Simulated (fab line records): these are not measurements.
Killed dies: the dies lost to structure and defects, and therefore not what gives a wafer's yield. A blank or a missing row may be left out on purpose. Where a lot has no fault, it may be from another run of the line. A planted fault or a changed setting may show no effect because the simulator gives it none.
fab line records	flow nand_harc
[record] lots = 11	wafers = 33	last_day = 33
route steps=1302 shown A_STAIRCASE@735 END@1302
lots with no fault: from the same line, run without faults
start_h: start of the lot's first displayed wafer, in hours after the record's first day	wait_h: time in hours since the lot's previous step	" same as the row above	L1.1+2: a single row standing in for several wafers	- value missing, or start not given	* or withheld: withheld	< > ~ a bound
route shown NAME@n: a module of which the file shows steps, and the number in the route of the first	usual: mean and standard deviation over wafers with no fault	same: alike in all rows	chamber/n: place in a boat	sites: per-site readings	_std_site: their standard deviation	_edge_site: inner sites' mean taken away from outer sites' mean	radius_mm: for every site, how far away it sits from the centre of the wafer	mask NAME#n: copy n	behind: the tool/chamber that last shaped the wafer	hold: why the lot was held/for how many hours/how that ended	device: the n, p or np transistor that did not switch	end of line: at the end of the route, the tests of the same wafers	a step without rows: its recipe alone	killed: at the first sort, the dies lost to defects and structure; wafer yield is something else	map: per-die view of a wafer (x killed, . not killed, _ where there is no die)
set.NAME: the setting as run; set.NAME@STEP: as run at that earlier step	model.NAME: the simulator's own value behind a step, which no gauge read
steps of the route over a sample of lots; a table a step, a row a wafer
services: when a tool's chamber went out of use (start_h, in hours from the record's first day, below 0 if earlier), for how many hours, and the reason
[[steps]]
[step NHARC_A_STAIRCASE_ETCH_221]
[recipe] target_depth_a = 1000	time_s = 40.5	ion_energy_ev = 400	c4f8_flow_sccm = 20	o2_flow_sccm = 10	ar_flow_sccm = withheld	rf_w = 600	bias_w = 1000	chemistry = C4F8/O2
[usual] oes_product_au = 0.940/0.016	rf_vpp_V = 897/5.8
[same] time_s = 40.5
lot.wafer	tool	chamber	start_h	wait_h	oes_product_au	rf_hours_counter_h	rf_vpp_V
L167.4	rie_diel-09	0	-	-	0.976	12	904
L167.3	"	1	"	"	0.951	13	891
L167.5	"	0	"	"	0.962	-	905
L168.4	rie_diel-06	3	-	-	0.929	23	906
L168.1	"	1	"	"	0.935	26	892
L168.5	"	3	"	"	0.922	-	905
L169.3	rie_diel-03	1	-	-	0.937	29	898
L169.1	"	2	"	"	0.931	26	899
L169.4	"	3	"	"	0.921	24	891
L172.1	rie_diel-09	2	-	-	0.955	27	891
L172.2	"	1	"	"	0.957	28	891
L172.6	"	1	"	"	0.949	-	890
L174.1	rie_diel-03	1	-	-	0.948	40	899
L174.3	"	0	"	"	0.957	41	892
L174.5	"	2	"	"	0.955	-	897
L175.1	rie_diel-03	0	-	-	0.944	44	892
L175.3	"	2	"	"	0.955	40	898
L175.4	"	3	"	"	0.926	40	893
L177.4	rie_diel-06	3	-	-	0.930	57	904
L177.3	"	0	"	"	0.931	60	903
L177.1	"	1	"	"	0.939	55	892
L179.1	rie_diel-03	3	-	-	0.924	12	892
L179.4	"	2	"	"	0.920	-	897
L179.6	"	3	"	"	0.927	-	892
L182.2	rie_diel-03	1	-	-	0.943	12	898
L182.1	"	0	"	"	0.919	12	891
L182.6	"	2	"	"	0.941	-	898
L189.4	rie_diel-06	3	-	-	0.924	25	904
L189.2	"	0	"	"	0.932	32	902
L189.1	"	1	"	"	0.950	27	892
L190.1	rie_diel-09	3	-	-	0.955	31	895
L190.4	"	1	"	"	0.946	26	889
L190.6	"	0	"	"	0.972	-	904
[step NHARC_A_STAIRCASE_ETCH_223]
[recipe] target_depth_a = 1000	time_s = 40.5	ion_energy_ev = 400	c4f8_flow_sccm = 20	o2_flow_sccm = 10	ar_flow_sccm = withheld	rf_w = 600	bias_w = 1000	chemistry = C4F8/O2
[usual] oes_product_au = 0.941/0.013	rf_vpp_V = 897/6
[same] time_s = 40.5
lot.wafer	tool	chamber	start_h	wait_h	oes_product_au	rf_hours_counter_h	rf_vpp_V
L167.4	rie_diel-09	1	-	-	0.945	13	891
L167.3	"	3	"	"	0.954	13	897
L167.5	"	0	"	"	0.962	-	905
L168.1	rie_diel-06	2	-	-	0.929	23	906
L168.4	"	3	"	"	0.928	24	907
L168.5	"	2	"	"	0.929	-	905
L169.3	rie_diel-03	2	-	-	0.930	26	899
L169.1	"	0	"	"	0.939	28	890
L169.4	"	1	"	"	0.942	29	899
L172.1	rie_diel-09	2	-	-	0.950	27	890
L172.2	"	1	"	"	0.951	28	890
L172.6	"	3	"	"	0.934	-	896
L174.1	rie_diel-03	0	-	-	0.957	41	891
L174.3	"	1	"	"	0.960	40	898
L174.5	"	3	"	"	0.939	-	892
L175.1	rie_diel-03	2	-	-	0.950	41	898
L175.3	"	3	"	"	0.929	40	892
L175.4	"	0	"	"	0.948	44	890
L177.1	rie_diel-06	3	-	-	0.954	57	906
L177.3	"	0	"	"	0.930	60	904
L177.4	"	2	"	"	0.951	58	904
L179.1	rie_diel-03	3	-	-	0.930	12	892
L179.4	"	2	"	"	0.934	-	899
L179.6	"	2	"	"	0.936	-	897
L182.1	rie_diel-03	2	-	-	0.947	16	897
L182.2	"	0	"	"	0.926	12	891
L182.6	"	2	"	"	0.949	-	897
L189.1	rie_diel-06	2	-	-	0.924	26	905
L189.2	"	3	"	"	0.933	25	903
L189.4	"	0	"	"	0.933	32	902
L190.4	rie_diel-09	1	-	-	0.937	26	889
L190.1	"	2	"	"	0.951	28	890
L190.6	"	2	"	"	0.950	-	891
[step NHARC_A_STAIRCASE_TRIM_226]
[recipe] time_s = 211.2	o2_flow_sccm = 500	ar_flow_sccm = 0	bias_w = 0	chemistry = O2
[usual] drypump_motor_current_A = 5.6/0.38	oes_product_au = 1.001/0.011	rf_vpp_V = 57.7/0.94	run_length_s = 232.7/0.32	showerhead_plenum_p_Torr = 3.55/0.16	throttle_valve_pct = 17.037/0.0091
[same] time_s = 211.2
lot.wafer	tool	chamber	start_h	wait_h	drypump_motor_current_A	oes_product_au	rf_hours_counter_h	rf_vpp_V	run_length_s	showerhead_plenum_p_Torr	throttle_valve_pct
L167.4	rie_diel-09	2	-	-	5.6	1.013	14	56.4	232.8	3.40	17.041
L167.3	"	3	"	"	4.9	1.007	13	58.0	232.3	3.55	17.029
L167.5	"	1	"	"	5.5	1.002	-	58.5	232.9	3.38	17.035
L168.1	rie_diel-06	1	-	-	4.8	0.994	28	57.5	232.6	3.44	17.032
L168.4	"	2	"	"	5.7	0.999	25	59.1	233.2	3.79	17.033
L168.5	"	2	"	"	5.7	0.997	-	59.6	232.7	3.79	17.030
L169.3	rie_diel-03	1	-	-	5.6	1.005	29	56.8	233.1	3.60	17.041
L169.4	"	2	"	"	6.1	1.016	26	58.8	232.5	3.60	17.041
L169.1	"	0	"	"	6.2	1.014	28	56.7	232.8	3.40	17.041
L172.1	rie_diel-09	2	-	-	5.6	1.006	27	57.7	233.1	3.40	17.036
L172.2	"	3	"	"	4.8	0.999	25	57.6	232.4	3.54	17.027
L172.6	"	1	"	"	5.5	1.012	-	57.4	232.9	3.37	17.036
L174.1	rie_diel-03	3	-	-	5.8	0.994	37	57.7	232.6	3.41	17.036
L174.3	"	0	"	"	6.1	1.004	41	56.3	232.6	3.39	17.046
L174.5	"	2	"	"	6.1	1.015	-	58.5	232.7	3.59	17.041
L175.4	rie_diel-03	3	-	-	5.9	0.983	40	58.8	232.4	3.41	17.043
L175.1	"	1	"	"	5.6	1.013	44	57.3	232.7	3.59	17.037
L175.3	"	2	"	"	6.1	1.015	41	58.0	232.9	3.59	17.037
L177.3	rie_diel-06	1	-	-	4.8	0.998	55	59.5	232.4	3.43	17.051
L177.4	"	3	"	"	5.4	1.014	57	56.2	233.3	3.78	17.029
L177.1	"	0	"	"	5.5	1.002	60	58.1	233.2	3.74	17.045
L179.1	rie_diel-03	3	-	-	5.9	0.990	12	55.5	232.5	3.40	17.037
L179.4	"	3	"	"	5.9	0.991	-	56.3	232.7	3.40	17.038
L179.6	"	3	"	"	5.9	0.996	-	57.4	232.6	3.40	17.057
L182.2	rie_diel-03	0	-	-	6.1	0.990	13	57.3	233.3	3.38	17.059
L182.1	"	1	"	"	5.6	1.009	12	58.7	233.1	3.58	17.031
L182.6	"	2	"	"	6.0	1.001	-	58.0	232.9	3.58	17.033
L189.1	rie_diel-06	2	-	-	5.7	0.978	26	57.8	233.0	3.76	17.037
L189.2	"	3	"	"	5.4	0.988	26	58.6	232.7	3.76	17.052
L189.4	"	1	"	"	4.8	1.010	28	58.2	232.6	3.41	17.051
L190.4	rie_diel-09	2	-	-	5.6	1.011	28	56.2	232.7	3.36	17.029
L190.1	"	1	"	"	5.5	0.989	27	56.4	233.0	3.34	17.025
L190.6	"	3	"	"	4.9	0.999	-	56.2	232.6	3.51	17.040
[step NHARC_A_STAIRCASE_TRIM_233]
[recipe] time_s = 211.2	o2_flow_sccm = 500	ar_flow_sccm = 0	bias_w = 0	chemistry = O2
[usual] drypump_motor_current_A = 5.6/0.39	oes_product_au = 1.000/0.012	rf_vpp_V = 57.8/0.89	run_length_s = 232.7/0.31	showerhead_plenum_p_Torr = 3.56/0.16	throttle_valve_pct = 17.037/0.0099
lot.wafer	tool	chamber	start_h	wait_h	drypump_motor_current_A	oes_product_au	rf_hours_counter_h	rf_vpp_V	run_length_s	showerhead_plenum_p_Torr	throttle_valve_pct
L167.3	rie_diel-09	0	371.45	-	5.8	1.022	13	57.7	232.2	3.77	17.038
L167.4	"	1	"	"	5.5	1.003	14	56.2	233.0	3.38	17.041
L167.5	"	0	"	"	5.8	1.014	-	58.6	232.5	3.77	17.045
L168.4	rie_diel-06	3	373.59	-	5.4	0.998	25	58.4	233.1	3.79	17.039
L168.1	"	1	"	"	4.8	1.002	28	55.7	233.2	3.44	17.036
L168.5	"	2	"	"	5.7	1.011	-	59.3	233.2	3.79	17.045
L169.1	rie_diel-03	1	391.79	-	5.6	1.008	29	57.0	233.3	3.60	17.021
L169.3	"	2	"	"	6.1	1.008	27	57.6	233.1	3.60	17.051
L169.4	"	3	"	"	5.8	0.997	25	57.5	232.5	3.42	17.057
L172.1	rie_diel-09	3	410.15	-	4.9	1.002	26	57.3	232.4	3.54	17.033
L172.2	"	1	"	"	5.5	1.013	29	56.1	233.1	3.37	17.055
L172.6	"	3	"	"	4.9	1.010	-	58.2	232.3	3.54	17.032
L174.3	rie_diel-03	1	427.80	-	5.6	1.006	41	56.8	233.0	3.59	17.033
L174.1	"	3	"	"	5.8	0.990	37	58.2	232.6	3.41	17.030
L174.5	"	0	"	"	6.1	1.004	-	58.2	232.6	3.39	17.031
L175.4	rie_diel-03	1	449.30	-	5.7	1.001	45	57.8	232.9	3.59	17.037
L175.1	"	2	"	"	6.1	1.006	42	59.1	232.6	3.59	17.042
L175.3	"	0	"	"	6.1	0.997	45	57.2	232.7	3.39	17.043
L177.1	rie_diel-09	0	468.35	-	5.8	1.012	38	56.9	232.0	3.75	17.047
L177.3	"	2	"	"	5.6	1.009	47	58.8	232.4	3.38	17.046
L177.4	"	3	"	"	4.9	1.017	44	57.1	233.1	3.53	17.033
L179.1	rie_diel-03	2	499.52	-	6.1	1.004	13	58.5	232.7	3.58	17.051
L179.4	"	1	"	"	5.7	1.003	-	56.4	233.0	3.58	17.027
L179.6	"	2	"	"	6.0	0.995	-	57.1	232.6	3.58	17.038
L182.1	rie_diel-09	3	509.38	-	4.8	1.003	0	58.3	233.1	3.52	17.046
L182.2	"	2	"	"	5.6	0.998	0	56.6	232.6	3.38	17.035
L182.6	"	0	"	"	5.8	1.014	-	56.8	152.7	3.75	17.039
L189.1	rie_diel-03	3	570.52	-	5.8	0.977	37	58.9	233.0	3.39	17.032
L189.2	"	0	"	"	6.1	0.987	32	57.2	232.8	3.37	17.032
L189.4	"	1	"	"	5.7	1.007	32	57.5	233.0	3.57	17.048
L190.1	rie_diel-06	2	590.75	-	5.7	0.982	37	58.0	232.5	3.75	17.014
L190.4	"	0	"	"	5.5	0.990	39	58.7	232.8	3.72	17.037
L190.6	"	1	"	"	4.9	1.023	-	57.8	232.4	3.40	17.036
[step NHARC_END_SORT_01]
[recipe] temp_c = 25
[usual] killed_at_array = 59/17	killed_at_other = 0.9/1.6	killed_at_periphery = 3.7/2.3	killed_dies = 64/17	killed_open = 3.3/1.8	killed_short = 2.4/1.6
[same] gross_dies = 677
lot.wafer	tool	chamber	start_h	wait_h	hold	killed_at_array	killed_at_other	killed_at_periphery	killed_dies	killed_open	killed_short
L167.3	prober-01	0	577.62	3.1	-	55	0	2	57	4	2
L167.4	prober-01	0	578.42	3.4	-	47	1	6	54	5	1
L167.5	prober-01	0	579.21	3.7	-	47	0	1	48	6	1
L168.1	prober-02	0	589.37	2.5	-	43	0	3	46	4	1
L168.4	prober-02	0	591.79	3.4	-	36	0	3	39	3	1
L168.5	prober-02	0	592.60	3.7	-	49	0	2	51	3	1
L172.1	prober-02	0	605.07	2.5	-	43	0	3	46	5	4
L172.2	prober-02	0	605.87	2.8	-	59	0	4	63	4	1
L172.6	prober-02	0	609.09	4.0	-	39	0	3	42	4	3
L177.1	prober-01	0	676.74	2.5	-	42	0	5	47	4	3
L177.3	prober-01	0	678.34	3.1	-	50	0	7	57	3	1
L177.4	prober-01	0	679.14	3.4	-	43	0	5	48	3	2
L179.1	prober-02	0	700.54	2.5	-	71	0	4	75	2	2
L179.4	prober-02	0	702.96	3.4	-	55	0	4	59	2	3
L179.6	prober-02	0	704.56	4.0	-	78	0	4	82	2	3
L182.1	prober-01	0	716.15	2.5	await_dispo/2.3h/release	85	0	1	86	4	2
L182.2	prober-01	0	716.95	2.8	await_dispo/2.3h/release	82	0	3	85	1	7
L182.6	prober-01	0	720.13	4.0	await_dispo/2.3h/release	668	0	9	677	2	2
L190.1	prober-02	0	787.58	2.5	-	66	1	1	68	2	3
L190.4	prober-02	0	789.94	3.4	-	76	0	4	80	8	6
L190.6	prober-02	0	791.52	3.9	-	68	2	3	73	1	2
// killed by level:class
L167.3 A_CHANNEL_HOLE_D1:chamber_film_flake=21 A_CHANNEL_HOLE_D2:chamber_film_flake=19 A_CONTACT:chamber_film_flake=5 A_WL_FILL:chamber_film_flake=4 P_M0:geometric_particle:open=1 A_CHANNEL_FILL_D1:geometric_particle:short=1 A_CHANNEL_FILL_D1:geometric_particle:open=1 A_WL_FILL:geometric_particle:open=1
L167.4 A_CHANNEL_HOLE_D2:chamber_film_flake=20 A_CHANNEL_HOLE_D1:chamber_film_flake=17 P_M0:geometric_particle:open=3 P_ZERO_WELL:chamber_film_flake=3 A_CONTACT:chamber_film_flake=3 A_WL_FILL:chamber_film_flake=2 A_ONON_D1:geometric_particle:open=1 A_WL_FILL:geometric_particle:short=1
L167.5 A_CHANNEL_HOLE_D2:chamber_film_flake=18 A_CHANNEL_HOLE_D1:chamber_film_flake=17 A_CONTACT:chamber_film_flake=4 A_BLC:geometric_particle:open=2 A_M0:geometric_particle:open=2 A_DECK1_JOINT:geometric_particle:open=1 A_CHANNEL_FILL_D2:geometric_particle:short=1 A_WL_FILL:geometric_particle:open=1
L168.1 A_SLIT:chamber_film_flake=23 A_CHANNEL_HOLE_D2:chamber_film_flake=7 A_BONDPAD:chamber_film_flake=3 P_GATE:chamber_film_flake=2 A_BLC:chamber_film_flake=2 P_M2:geometric_particle:open=1 A_SOURCE_PLATE:geometric_particle:short=1 A_SGD_CUT:geometric_particle:open=1
L168.4 A_SLIT:chamber_film_flake=20 A_CHANNEL_HOLE_D2:chamber_film_flake=5 A_BLC:chamber_film_flake=4 A_CONTACT:chamber_film_flake=2 P_M0:geometric_particle:open=1 P_M2:geometric_particle:open=1 A_ONON_D1:geometric_particle:open=1 A_WL_FILL:geometric_particle:short=1
L168.5 A_SLIT:chamber_film_flake=25 A_CHANNEL_HOLE_D2:chamber_film_flake=8 A_BLC:chamber_film_flake=5 A_CHANNEL_HOLE_D1:chamber_film_flake=4 P_GATE:chamber_film_flake=2 A_BONDPAD:chamber_film_flake=2 A_CHANNEL_FILL_D2:geometric_particle:open=1 A_WL_FILL:geometric_particle:open=1
L172.1 A_CHANNEL_HOLE_D2:chamber_film_flake=27 A_SOURCE_PLATE:geometric_particle:short=2 A_DECK1_JOINT:geometric_particle:open=2 A_CHANNEL_HOLE_D1:chamber_film_flake=2 A_CONTACT:chamber_film_flake=2 P_M1:geometric_particle:open=1 P_M2:geometric_particle:open=1 A_CHANNEL_HOLE_D1:geometric_particle:short=1
L172.2 A_CHANNEL_HOLE_D2:chamber_film_flake=37 A_CHANNEL_HOLE_D1:chamber_film_flake=5 A_CONTACT:chamber_film_flake=4 A_WL_FILL:chamber_film_flake=3 A_M1:chamber_film_flake=3 P_ZERO_WELL:chamber_film_flake=2 A_CHANNEL_FILL_D2:chamber_film_flake=2 A_STAIRCASE:chamber_film_flake=2
L172.6 A_CHANNEL_HOLE_D2:chamber_film_flake=24 A_CHANNEL_HOLE_D1:chamber_film_flake=4 A_WL_FILL:geometric_particle:open=2 A_WL_FILL:chamber_film_flake=2 A_CONTACT:chamber_film_flake=2 P_CONTACT:geometric_particle:open=1 P_M2:geometric_particle:short=1 A_CHANNEL_FILL_D1:geometric_particle:short=1
L177.1 A_CHANNEL_HOLE_D1:chamber_film_flake=23 A_CHANNEL_HOLE_D2:chamber_film_flake=5 A_CONTACT:chamber_film_flake=5 A_STAIRCASE:chamber_film_flake=3 P_M0:geometric_particle:open=2 A_WL_FILL:geometric_particle:short=2 A_WL_FILL:chamber_film_flake=2 P_ZERO_WELL:geometric_particle:open=1
L177.3 A_CHANNEL_HOLE_D1:chamber_film_flake=27 A_CONTACT:chamber_film_flake=11 A_CHANNEL_HOLE_D2:chamber_film_flake=5 P_M2:chamber_film_flake=4 A_STAIRCASE:chamber_film_flake=2 P_M2:geometric_particle:open=1 A_CHANNEL_FILL_D1:geometric_particle:short=1 A_CHANNEL_HOLE_D2:geometric_particle:open=1
L177.4 A_CHANNEL_HOLE_D1:chamber_film_flake=23 A_CONTACT:chamber_film_flake=9 P_M2:chamber_film_flake=4 A_STAIRCASE:chamber_film_flake=3 A_SLIT:chamber_film_flake=2 A_CHANNEL_HOLE_D2:chamber_film_flake=2 P_M0:geometric_particle:short=1 A_ONON_D1:geometric_particle:short=1
L179.1 A_SLIT:chamber_film_flake=33 A_CHANNEL_HOLE_D2:chamber_film_flake=17 A_CHANNEL_HOLE_D1:chamber_film_flake=9 A_CONTACT:chamber_film_flake=6 A_CHANNEL_FILL_D2:chamber_film_flake=2 P_CONTACT:geometric_particle:short=1 A_DECK1_JOINT:geometric_particle:open=1 A_CHANNEL_FILL_D2:geometric_particle:short=1
L179.4 A_SLIT:chamber_film_flake=27 A_CHANNEL_HOLE_D2:chamber_film_flake=13 A_CHANNEL_HOLE_D1:chamber_film_flake=5 A_CONTACT:chamber_film_flake=4 P_GATE:chamber_film_flake=3 A_DECK1_JOINT:chamber_film_flake=2 P_CONTACT:geometric_particle:short=1 A_ONON_D1:geometric_particle:open=1
L179.6 A_SLIT:chamber_film_flake=34 A_CHANNEL_HOLE_D2:chamber_film_flake=21 A_CHANNEL_HOLE_D1:chamber_film_flake=7 A_CONTACT:chamber_film_flake=5 A_STAIRCASE:chamber_film_flake=3 P_GATE:chamber_film_flake=2 A_DECK1_JOINT:chamber_film_flake=2 A_ONON_D1:geometric_particle:open=1
L182.1 A_CHANNEL_HOLE_D1:chamber_film_flake=42 A_CHANNEL_HOLE_D2:chamber_film_flake=19 A_STAIRCASE:chamber_film_flake=7 A_CONTACT:chamber_film_flake=6 A_SLIT:chamber_film_flake=3 A_M0:geometric_particle:open=2 A_WL_FILL:chamber_film_flake=2 A_ONON_D1:geometric_particle:open=1
L182.2 A_CHANNEL_HOLE_D2:chamber_film_flake=23 A_CHANNEL_HOLE_D1:chamber_film_flake=21 A_STAIRCASE:chamber_film_flake=16 A_CONTACT:chamber_film_flake=7 P_GATE:chamber_film_flake=3 A_SLIT:chamber_film_flake=3 A_WL_FILL:geometric_particle:short=2 A_DECK1_JOINT:chamber_film_flake=2
L182.6 A_STAIRCASE:area_trim=590 A_CHANNEL_HOLE_D1:chamber_film_flake=34 A_CHANNEL_HOLE_D2:chamber_film_flake=21 A_CONTACT:chamber_film_flake=7 A_STAIRCASE:chamber_film_flake=6 P_GATE:chamber_film_flake=4 P_STI:chamber_film_flake=3 A_ZERO_WELL:chamber_film_flake=3
L190.1 A_SLIT:chamber_film_flake=29 A_CHANNEL_HOLE_D1:chamber_film_flake=17 A_CONTACT:chamber_film_flake=11 A_WL_FILL:chamber_film_flake=3 A_ONON_D1:geometric_particle:open=1 A_CHANNEL_HOLE_D2:geometric_particle:short=1 A_WL_FILL:geometric_particle:short=1 A_CONTACT:geometric_particle:open=1
L190.4 A_SLIT:chamber_film_flake=34 A_CHANNEL_HOLE_D1:chamber_film_flake=18 A_CONTACT:chamber_film_flake=9 P_CONTACT:geometric_particle:open=2 A_WL_FILL:geometric_particle:open=2 A_BLC:geometric_particle:open=2 A_CHANNEL_FILL_D1:chamber_film_flake=2 P_GATE:geometric_particle:short=1
L190.6 A_SLIT:chamber_film_flake=39 A_CHANNEL_HOLE_D1:chamber_film_flake=11 A_CONTACT:chamber_film_flake=9 A_CHANNEL_HOLE_D2:chamber_film_flake=3 A_CHANNEL_FILL_D2:chamber_film_flake=3 P_GATE:chamber_film_flake=2 THIN_TSV:chamber_film_flake=2 P_M1:geometric_particle:short=1
[[services]]
tool	chamber	start_h	hours	kind
rie_diel-03	-	351.69	1.7	repair
rie_diel-03	3	364.10	3.4	repair
rie_diel-03	0	364.75	-	clean
rie_diel-03	1	364.75	-	clean
rie_diel-03	2	364.75	-	clean
rie_diel-06	2	377.73	5.2	repair
rie_diel-03	0	389.25	-	clean
rie_diel-03	1	389.25	-	clean
rie_diel-03	2	389.25	-	clean
rie_diel-03	3	389.25	-	clean
rie_diel-09	0	406.89	7.1	repair
rie_diel-03	0	413.77	-	clean
rie_diel-03	1	413.77	-	clean
rie_diel-03	2	413.77	-	clean
rie_diel-03	3	413.77	-	clean
rie_diel-03	0	438.27	-	clean
rie_diel-03	1	438.27	-	clean
rie_diel-06	1	445.42	16.8	repair
rie_diel-03	-	459.15	9.0	pm
rie_diel-06	-	472.81	0.5	repair
rie_diel-06	-	484.44	9.0	pm
rie_diel-03	0	491.44	8.7	repair
rie_diel-09	-	499.72	9.0	pm
rie_diel-06	3	508.98	12.6	repair
[[key]]
[first_sign] step = NHARC_A_STAIRCASE_TRIM_233	reading = run_length_s	direction = down	sigmas = 99+	usual = *	struck = *
[effect] step = NHARC_END_SORT_01	reading = killed_at_array	direction = up	sigmas = 37	usual = 59	struck = 668
[more_kills_born_at] NHARC_A_STAIRCASE_TRIM_233@rie_diel-09 = 590
met_at NHARC_A_STAIRCASE_TRIM_233
struck_lots L182
struck_wafers L182.6
later_rows_left_out L182.6
tester_left_out L182
not_acting_at NHARC_A_STAIRCASE_ETCH_221,NHARC_A_STAIRCASE_ETCH_223,NHARC_A_STAIRCASE_TRIM_226
onset_between 468.35 509.38
[fault] kind = process_parameter_drift	tool = rie_diel-09	chamber = 0	onset_h = 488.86	steps = NHARC_A_STAIRCASE_TRIM_233	channel = time_s	offset = *	shape = step	end_h = 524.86	acts_in = *	stated = *
// tester_left_out: of these lots the tester's yield and bins aren't shown, on N5 and GAA mostly nor the transistor test; their killed dies are dies lost to structure and defects alone, not to doping, threshold or leakage, so they don't give the yield
// later_rows_left_out: the simulator's readings of these wafers behind a module that went badly wrong aren't trusted and aren't shown, but for the sort
